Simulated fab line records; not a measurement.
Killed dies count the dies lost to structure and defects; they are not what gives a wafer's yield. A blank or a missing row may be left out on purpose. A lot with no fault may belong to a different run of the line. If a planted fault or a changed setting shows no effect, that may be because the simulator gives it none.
Which tool is to blame? -- flow n5_finfet -- Sampling: 24 lots, 72 wafers, 6 of 1938 route steps

## WHAT EACH GAUGE READ, for each wafer
N5_BEOL_M13_CD_MEAS_28: target cd 209.5 nm.
lot,measured,on,cd_nm (nm)
L075,day 11 07:24,cd_sem-01,209.5 206.5 207.7
L076,day 11 07:56,cd_sem-01,210.3 207.9 207.8
L077,day 11 08:29,cd_sem-01,210.4 212.0 212.9
L074,day 11 20:49,cd_sem-03,210.1 205.2 206.7
L079,day 12 02:26,cd_sem-01,207.7 208.1 208.3
L078,day 12 04:05,cd_sem-01,206.9 205.2 203.8
L080,day 12 08:53,cd_sem-03,209.7 206.6 208.4
L081,day 12 12:29,cd_sem-01,209.9 209.3 210.8
L082,day 12 18:13,cd_sem-03,204.7 205.9 205.9
L083,day 13 10:03,cd_sem-01,209.2 206.1 206.3
L084,day 13 13:30,cd_sem-02,210.5 210.0 212.8
L086,day 13 23:39,cd_sem-03,207.1 205.4 208.5
L085,day 13 23:53,cd_sem-02,206.5 207.8 208.7
L087,day 14 09:30,cd_sem-03,212.4 210.8 209.3
L088,day 14 14:06,cd_sem-03,209.3 208.5 207.5
L089,day 14 14:48,cd_sem-03,208.3 204.7 205.5
L091,day 14 21:03,cd_sem-03,209.5 212.3 208.7
L090,day 15 09:14,cd_sem-03,211.6 209.0 211.3
L092,day 15 09:40,cd_sem-03,209.2 209.3 211.4
L094,day 15 13:26,cd_sem-01,208.6 210.8 210.5
L093,day 15 22:39,cd_sem-03,204.6 204.2 208.1
L095,day 15 23:13,cd_sem-02,212.2 208.3 209.3
L097,day 16 15:37,cd_sem-01,207.2 203.2 205.6
L096,day 16 15:57,cd_sem-03,212.0 207.3 209.8

N5_BEOL_M15_INSPECT_30: inspects for defects (macro).
lot,measured,on,raw_defect_count
L075,day 11 17:57,defect_inspect-02,3 2 1
L076,day 11 22:48,defect_inspect-02,2 1 4
L077,day 11 20:47,defect_inspect-02,3 1 2
L074,day 12 07:29,defect_inspect-01,0 3 3
L079,day 12 14:05,defect_inspect-02,2 2 4
L078,day 12 18:38,defect_inspect-02,1 1 0
L080,day 12 20:18,defect_inspect-02,3 1 2
L081,day 13 00:08,defect_inspect-02,1 3 2
L082,day 13 09:46,defect_inspect-01,3 3 5
L083,day 14 00:35,defect_inspect-01,2 2 4
L084,day 14 00:01,defect_inspect-02,1 1 2
L086,day 14 13:08,defect_inspect-02,2 1 4
L085,day 14 14:17,defect_inspect-01,2 2 3
L087,day 14 21:25,defect_inspect-02,0 7 0
L088,day 15 03:37,defect_inspect-02,2 2 0
L089,day 15 03:19,defect_inspect-02,2 3 1
L091,day 15 06:44,defect_inspect-01,0 4 5
L090,day 15 19:40,defect_inspect-02,2 4 3
L092,day 15 19:55,defect_inspect-02,3 4 3
L094,day 16 01:55,defect_inspect-02,2 2 2
L093,day 16 08:36,defect_inspect-02,3 3 1
L095,day 16 11:20,defect_inspect-01,1 3 1
L097,day 17 04:28,defect_inspect-02,2 1 2
L096,day 17 05:44,defect_inspect-01,3 0 2

## WHICH TOOL RAN EACH LOT (tool, then ch and the chambers of the sampled wafers, then the start)
lot,N5_BEOL_M13_TRENCH_ETCH_34,N5_BEOL_M14_ILD_DEP_00,N5_BEOL_M15_DESCUM_15,N5_BEOL_M15_STRIP_63
L075,"rie_diel-04 ch 0,1,3, day 11 08:04","pecvd-02 ch 0,1,2, day 11 11:15","rie_diel-02 ch 2,3, day 11 16:21","rie_diel-02 ch 2,3, day 11 17:57 or earlier"
L076,"rie_diel-01 ch 0,2,3, day 11 08:26","pecvd-02 ch 0,1,2, day 11 15:21","rie_diel-04 ch 1,2,3, day 11 21:15","rie_diel-04 ch 1,2,3, day 11 22:48 or earlier"
L077,"rie_diel-02 ch 0,2, day 11 08:58","pecvd-04 ch 0,1, day 11 12:29","rie_diel-04 ch 1,2,3, day 11 19:22","rie_diel-04 ch 1,2,3, day 11 20:47 or earlier"
L074,"rie_diel-02 ch 0,2,3, day 11 21:20","pecvd-01 ch 1,2, day 12 00:34","rie_diel-01 ch 0,3, day 12 06:04","rie_diel-01 ch 0,3, day 12 07:29 or earlier"
L079,"rie_diel-02 ch 2,3, day 12 02:55","pecvd-01 ch 1,2, day 12 05:49","rie_diel-04 ch 1,2,3, day 12 12:01","rie_diel-04 ch 1,2,3, day 12 14:05 or earlier"
L078,"rie_diel-04 ch 0,1, day 12 04:35","pecvd-04 ch 0,1,2, day 12 08:34","rie_diel-04 ch 0,2,3, day 12 17:01","rie_diel-04 ch 0,2,3, day 12 18:38 or earlier"
L080,"rie_diel-01 ch 0,1,2, day 12 09:22","pecvd-04 ch 0,1,2, day 12 12:25","rie_diel-04 ch 1,2, day 12 18:31","rie_diel-04 ch 1,2, day 12 20:18 or earlier"
L081,"rie_diel-04 ch 0,3, day 12 13:05","pecvd-04 ch 0,2, day 12 15:41","rie_diel-01 ch 1,2, day 12 22:41","rie_diel-01 ch 1,2, day 13 00:08 or earlier"
L082,"rie_diel-04 ch 1,2,3, day 12 19:54","pecvd-02 ch 0,2, day 12 23:38","rie_diel-04 ch 0,3, day 13 08:18","rie_diel-04 ch 0,1,3, day 13 09:46 or earlier"
L083,"rie_diel-02 ch 0,2,3, day 13 10:32","pecvd-01 ch 0,1,2, day 13 15:04","rie_diel-01 ch 0,2,3, day 13 22:47","rie_diel-01 ch 0,2,3, day 14 00:35 or earlier"
L084,"rie_diel-01 ch 0,2,3, day 13 14:00","pecvd-04 ch 0,1,2, day 13 17:23","rie_diel-02 ch 0,1,2, day 13 22:25","rie_diel-02 ch 0,1,2, day 14 00:01 or earlier"
L086,"rie_diel-01 ch 0,2,3, day 14 00:15","pecvd-04 ch 0,2, day 14 05:12","rie_diel-02 ch 1,2,3, day 14 11:34","rie_diel-02 ch 1,2,3, day 14 13:08 or earlier"
L085,"rie_diel-02 ch 0,2, day 14 00:43","pecvd-02 ch 0,1, day 14 05:33","rie_diel-02 ch 0,1,2, day 14 12:44","rie_diel-02 ch 0,1,2, day 14 14:17 or earlier"
L087,"rie_diel-02 ch 0,1, day 14 10:02","pecvd-04 ch 0,2, day 14 13:07","rie_diel-02 ch 2,3, day 14 19:59","rie_diel-02 ch 2,3, day 14 21:25 or earlier"
L088,"rie_diel-02 ch 1,2,3, day 14 14:35","pecvd-04 ch 0,1,2, day 14 20:33","rie_diel-02 ch 0,1,2, day 15 02:11","rie_diel-02 ch 0,1,2, day 15 03:37 or earlier"
L089,"rie_diel-02 ch 0,3, day 14 15:17","pecvd-02 ch 0,1, day 14 18:19","rie_diel-04 ch 0,2,3, day 15 01:53","rie_diel-04 ch 0,1, day 15 03:19 or earlier"
L091,"rie_diel-04 ch 0,1,2, day 14 21:32","pecvd-01 ch 0,1,2, day 15 00:13","rie_diel-01 ch 0,1,2, day 15 05:00","rie_diel-01 ch 0,1,2, day 15 06:44 or earlier"
L090,"rie_diel-04 ch 1,3, day 15 09:44","pecvd-02 ch 0,1,2, day 15 12:32","rie_diel-01 ch 0,3, day 15 18:14","rie_diel-01 ch 0,3, day 15 19:40 or earlier"
L092,"rie_diel-02 ch 0,3, day 15 10:10","pecvd-04 ch 0,2, day 15 13:20","rie_diel-04 ch 2,3, day 15 18:29","rie_diel-04 ch 2,3, day 15 19:55 or earlier"
L094,"rie_diel-04 ch 0,1,2, day 15 13:56","pecvd-01 ch 1,2, day 15 18:47","rie_diel-02 ch 2,3, day 16 00:29","rie_diel-02 ch 2,3, day 16 01:55 or earlier"
L093,"rie_diel-02 ch 0,1,2, day 15 23:08","pecvd-04 ch 0,1, day 16 01:15","rie_diel-01 ch 1,2, day 16 07:03","rie_diel-01 ch 1,2, day 16 08:36 or earlier"
L095,"rie_diel-01 ch 0,3, day 15 23:42","pecvd-04 ch 0,1, day 16 03:25","rie_diel-04 ch 0,1,2, day 16 09:52","rie_diel-04 ch 0,1,2, day 16 11:20 or earlier"
L097,"rie_diel-02 ch 0,1, day 16 16:07","pecvd-01 ch 1,2, day 16 20:14","rie_diel-04 ch 0,3, day 17 02:52","rie_diel-04 ch 0,3, day 17 04:28 or earlier"
L096,"rie_diel-04 ch 0,2, day 16 16:26","pecvd-04 ch 0,1, day 16 20:31","rie_diel-01 ch 0,1,2, day 17 04:05","rie_diel-01 ch 0,1,2, day 17 05:44 or earlier"
- N5_BEOL_M13_TRENCH_ETCH_34: etches SiOC in C4F8/O2/Ar, target depth 413.47 nm, time 162.6 s.
- N5_BEOL_M14_ILD_DEP_00: deposits SiO2 from TEOS/O2, target thk 1119.3 nm, time 237.4 s.
- N5_BEOL_M15_DESCUM_15: chemistry O2, time 7.9 s.
- N5_BEOL_M15_STRIP_63: strips in O2.

## AS READ BY THE TOOLS THEMSELVES (means over the sampled wafers that have a number; for cases with no such wafer, the mark the record gives instead)
N5_BEOL_M13_TRENCH_ETCH_34.
lot,tool,drypump_motor_current_A (A),oes_product_au (a.u.),rf_vpp_V (V),showerhead_plenum_p_Torr (Torr),throttle_valve_pct (%)
L075,rie_diel-04,5.9,0.78,665.8,3.43,24.14
L076,rie_diel-01,6.1,0.78,663.1,3.31,23.73
L077,rie_diel-02,6.0,0.88,670.3,3.57,24.09
L074,rie_diel-02,5.9,0.82,667.6,3.49,24.26
L079,rie_diel-02,6.1,0.80,668.9,3.53,24.22
L078,rie_diel-04,5.4,0.79,667.4,3.49,24.28
L080,rie_diel-01,6.1,0.81,664.0,3.35,23.98
L081,rie_diel-04,6.3,0.72,666.3,3.44,24.18
L082,rie_diel-04,5.8,0.76,663.3,3.33,24.04
L083,rie_diel-02,5.9,0.81,667.3,3.48,24.27
L084,rie_diel-01,6.1,0.76,662.6,3.31,23.75
L086,rie_diel-01,6.1,0.76,662.9,3.30,23.74
L085,rie_diel-02,5.8,0.87,668.9,3.51,24.13
L087,rie_diel-02,5.4,0.77,665.9,3.42,24.15
L088,rie_diel-02,5.9,0.74,666.7,3.45,24.26
L089,rie_diel-02,5.7,0.81,666.1,3.44,24.31
L091,rie_diel-04,5.6,0.73,666.3,3.40,24.20
L090,rie_diel-04,6.1,0.77,663.8,3.32,24.03
L092,rie_diel-02,5.7,0.81,666.7,3.43,24.32
L094,rie_diel-04,5.6,0.72,665.3,3.40,24.20
L093,rie_diel-02,5.7,0.79,667.1,3.48,24.14
L095,rie_diel-01,5.9,0.73,662.8,3.33,23.81
L097,rie_diel-02,5.5,0.80,665.9,3.43,24.20
L096,rie_diel-04,5.8,0.69,663.4,3.33,24.12

N5_BEOL_M14_ILD_DEP_00.
lot,tool,heater_power_w (W),showerhead_plenum_p_Torr (Torr),throttle_valve_pct (%)
L075,pecvd-02,516,8.40,18.6
L076,pecvd-02,483,8.38,18.4
L077,pecvd-04,645,8.30,18.7
L074,pecvd-01,479,8.37,18.1
L079,pecvd-01,528,8.35,18.0
L078,pecvd-04,556,8.32,19.3
L080,pecvd-04,645,8.30,19.5
L081,pecvd-04,766,8.31,19.4
L082,pecvd-02,450,8.40,18.2
L083,pecvd-01,545,8.35,18.2
L084,pecvd-04,661,8.30,19.7
L086,pecvd-04,603,8.31,19.9
L085,pecvd-02,519,8.36,19.0
L087,pecvd-04,705,8.32,19.3
L088,pecvd-04,593,8.30,19.4
L089,pecvd-02,514,8.35,19.1
L091,pecvd-01,481,8.37,18.1
L090,pecvd-02,490,8.39,18.6
L092,pecvd-04,581,8.31,20.2
L094,pecvd-01,505,8.35,18.3
L093,pecvd-04,541,8.29,19.1
L095,pecvd-04,536,8.29,19.1
L097,pecvd-01,501,8.35,18.0
L096,pecvd-04,682,8.30,18.9

N5_BEOL_M15_DESCUM_15.
lot,tool,drypump_motor_current_A (A),oes_product_au (a.u.),rf_vpp_V (V),showerhead_plenum_p_Torr (Torr),throttle_valve_pct (%)
L075,rie_diel-02,6.1,0.80,244.2,2.18,20.49
L076,rie_diel-04,5.8,0.78,242.5,2.06,20.46
L077,rie_diel-04,5.8,0.78,243.1,2.06,20.46
L074,rie_diel-01,5.9,0.76,243.0,2.08,20.28
L079,rie_diel-04,5.8,0.78,242.2,2.06,20.46
L078,rie_diel-04,6.2,0.74,242.3,2.06,20.40
L080,rie_diel-04,5.5,0.75,242.2,2.05,20.51
L081,rie_diel-01,6.5,0.81,242.9,2.08,20.44
L082,rie_diel-04,6.5,0.75,242.5,2.06,20.38
L083,rie_diel-01,6.1,0.77,241.4,2.04,20.20
L084,rie_diel-02,5.7,0.81,244.1,2.13,20.26
L086,rie_diel-02,5.9,0.75,243.6,2.12,20.48
L085,rie_diel-02,5.7,0.81,243.8,2.12,20.27
L087,rie_diel-02,6.1,0.72,243.8,2.13,20.78
L088,rie_diel-02,5.7,0.81,243.4,2.12,20.28
L089,rie_diel-04,6.2,0.72,242.5,2.05,20.44
L091,rie_diel-01,6.1,0.80,242.4,2.05,20.32
L090,rie_diel-01,5.9,0.74,242.3,2.07,20.30
L092,rie_diel-04,6.0,0.72,241.8,2.00,20.42
L094,rie_diel-02,6.1,0.71,244.1,2.13,20.80
L093,rie_diel-01,6.6,0.77,241.9,2.04,20.29
L095,rie_diel-04,5.6,0.72,243.1,2.09,20.56
L097,rie_diel-04,6.5,0.73,242.6,2.05,20.41
L096,rie_diel-01,6.1,0.78,242.4,2.05,20.34

N5_BEOL_M15_STRIP_63.
lot,tool,drypump_motor_current_A (A),oes_product_au (a.u.),rf_vpp_V (V),showerhead_plenum_p_Torr (Torr),throttle_valve_pct (%)
L075,rie_diel-02,6.1,0.81,3.2,2.18,16.70
L076,rie_diel-04,5.8,0.79,3.4,2.06,16.66
L077,rie_diel-04,5.8,0.78,3.9,2.06,16.65
L074,rie_diel-01,5.9,0.75,3.9,2.08,16.52
L079,rie_diel-04,5.8,0.78,3.5,2.06,16.66
L078,rie_diel-04,6.2,0.73,4.3,2.06,16.64
L080,rie_diel-04,5.5,0.75,3.3,2.06,16.71
L081,rie_diel-01,6.5,0.81,3.5,2.08,16.67
L082,rie_diel-04,5.9,0.77,3.3,2.11,16.70
L083,rie_diel-01,6.1,0.78,3.1,2.05,16.47
L084,rie_diel-02,5.7,0.82,3.6,2.13,16.53
L086,rie_diel-02,5.8,0.74,2.7,2.12,16.73
L085,rie_diel-02,5.7,0.81,4.3,2.13,16.52
L087,rie_diel-02,6.0,0.72,3.8,2.13,16.96
L088,rie_diel-02,5.7,0.80,3.8,2.13,16.55
L089,rie_diel-04,5.4,0.76,4.3,2.15,16.81
L091,rie_diel-01,6.1,0.80,3.0,2.05,16.56
L090,rie_diel-01,5.9,0.73,2.7,2.07,16.58
L092,rie_diel-04,6.0,0.73,3.7,2.00,16.68
L094,rie_diel-02,6.1,0.72,3.5,2.13,16.98
L093,rie_diel-01,6.7,0.77,4.8,2.04,16.54
L095,rie_diel-04,5.6,0.73,3.8,2.10,16.79
L097,rie_diel-04,6.5,0.72,3.4,2.05,16.68
L096,rie_diel-01,6.1,0.79,3.8,2.05,16.58

## THE ANSWER, worked out from the rows above alone
Rule: the lots themselves supply what counts as usual. Put in order of their means at a reading, lots are off if they are a third of the lots or fewer, leave a main group of 4 or more, and stand apart from it by a gap of 3 or more times the standard deviation of the main group's means; of several such gaps the widest counts. A main group is skipped when, at the precision printed for the reading in the tables above, its means are all equal. Also off: a lot with no number at a reading for which 4 or more lots have one. All remaining lots with rows at the step are treated as sound. After the gauges, taken in route order, come the tools' own readings; for these a lot's mean is taken, as printed above. At the first step where some lot is off, the reading lying furthest off is the one used; lots without a number count as furthest.
None of the lots is off at any reading shown; this tells nothing.

## WHAT THE SIMULATOR HAD PUT IN
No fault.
